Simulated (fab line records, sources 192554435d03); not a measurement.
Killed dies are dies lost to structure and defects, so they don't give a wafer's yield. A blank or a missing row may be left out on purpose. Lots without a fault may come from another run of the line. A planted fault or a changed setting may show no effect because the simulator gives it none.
Split-lot experiment | flow n5_finfet | 7 lots, 21 wafers read, on a route of 1938 steps

THE SPLIT
At N5_BEOL_M13_DEP_53 (deposits SiCN from 3MS/NH3, target thk 50 nm, time 17.8 s), the setting time_s was moved away from the recipe's 17.8 s on 3 of the 21 wafers read, by -14.3% to -4.3%. The other wafers ran this setting at the recipe's value.

The reading is taken at the split's own step.

THE READING
SiCN_of_BEOL_M13_DEP_53.thk_nm (the simulator's own value, which no gauge read), in nm, at N5_BEOL_M13_DEP_53 (deposits SiCN from 3MS/NH3, target thk 50 nm, time 17.8 s). The file gives no usual value for it. The 18 wafers here that ran the recipe average 49.6 nm, standard deviation 0.52 nm.

wafer  | tool, chamber at the split | time_s as run, s | against the recipe | SiCN_of_BEOL_M13_DEP_53.thk_nm, nm | against lot-mates on the recipe
L075.1 | pecvd-03, 2                | 17.8             | recipe             | 49.4                               | -
L075.2 | pecvd-03, 1                | 17.04            | -4.3%              | 47.6                               | -2.1
L075.3 | pecvd-03, 0                | 17.8             | recipe             | 50                                 | -
L077.1 | pecvd-04, 0                | 17.8             | recipe             | 49.8                               | -
L077.5 | pecvd-04, 0                | 17.8             | recipe             | 49.8                               | -
L077.2 | pecvd-04, 2                | 17.8             | recipe             | 49.6                               | -
L085.1 | pecvd-04, 1                | 16.27            | -8.6%              | 45                                 | -4.7
L085.3 | pecvd-04, 2                | 17.8             | recipe             | 49.2                               | -
L085.4 | pecvd-04, 0                | 17.8             | recipe             | 50.2                               | -
L088.2 | pecvd-04, 0                | 17.8             | recipe             | 49.8                               | -
L088.3 | pecvd-04, 2,1              | 17.8             | recipe             | 49.4                               | -
L088.6 | pecvd-04, 2,1              | 17.8             | recipe             | 49.4                               | -
L091.2 | pecvd-01, 2,1              | 17.8             | recipe             | 48.8                               | -
L091.3 | pecvd-01, 2,1              | 17.8             | recipe             | 48.8                               | -
L091.6 | pecvd-01, 0                | 17.8             | recipe             | 50.4                               | -
L092.1 | pecvd-04, 1                | 17.8             | recipe             | 49.6                               | -
L092.3 | pecvd-04, 2                | 17.8             | recipe             | 50                                 | -
L092.4 | pecvd-04, 0                | 17.8             | recipe             | 50.4                               | -
L097.2 | pecvd-01, 0                | 17.8             | recipe             | 48.6                               | -
L097.5 | pecvd-01, 0                | 17.8             | recipe             | 50                                 | -
L097.6 | pecvd-01, 2                | 15.25            | -14.3%             | 43                                 | -6.3
Where a row lists several chambers, the file gives one row for several wafers and doesn't say which wafer went through which chamber.

THE FIT
A straight line over all 21 wafers: SiCN_of_BEOL_M13_DEP_53.thk_nm changes by +0.481 nm for each +1% of time_s; r = +0.96; the points scatter about the line by 0.52 nm.
The same after taking each lot's own level away (the mean of its wafers on the recipe; 21 wafers): +0.468 nm for each +1%; r = +0.96; scatter 0.48 nm.
On that fit, the largest move of time_s shifts the reading by 6.7 nm.
The lots' own levels span 49.30 to 50.00 nm, that is 1.4 times the standard deviation above.
So the lot-to-lot level changes the slope little: the two slopes agree.
Check: with one of the wafers moved furthest among these (-14.3%) left out of the fit, the line predicts -7.68 nm for it against its lot-mates. It came out at -6.3 nm against them.

OTHER SPLITS ON THESE WAFERS
These wafers also went through other splits before the reading. Each is held against what the fit with the lots' levels taken away leaves over:
other split on the same wafers | wafers away from the commonest value | r with SiCN_of_BEOL_M13_DEP_53.thk_nm (lot level and that fit taken away)
N5_BEOL_M7_ILD_DEP_00 time_s   | 5                                    | +0.08
N5_BEOL_M8_ILD_DEP_00 time_s   | 9                                    | +0.13
N5_BEOL_M8_COAT_05 spin_rpm    | 10                                   | -0.09
N5_BEOL_M8_ETCH_66 bias_w      | 7                                    | +0.07
N5_BEOL_M8_VIA_ETCH_34 bias_w  | 4                                    | +0.19
N5_BEOL_M11_PECVD_70 time_s    | 8                                    | +0.02
N5_BEOL_M11_CURE_72 time_s     | 7                                    | -0.02
N5_BEOL_M13_SPUTTER_43 time_s  | 8                                    | +0.02

THE FILE'S OWN FIT
SiCN_of_BEOL_M13_DEP_53.thk_nm changes by +0.47 nm for each +1% of time_s, r = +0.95.
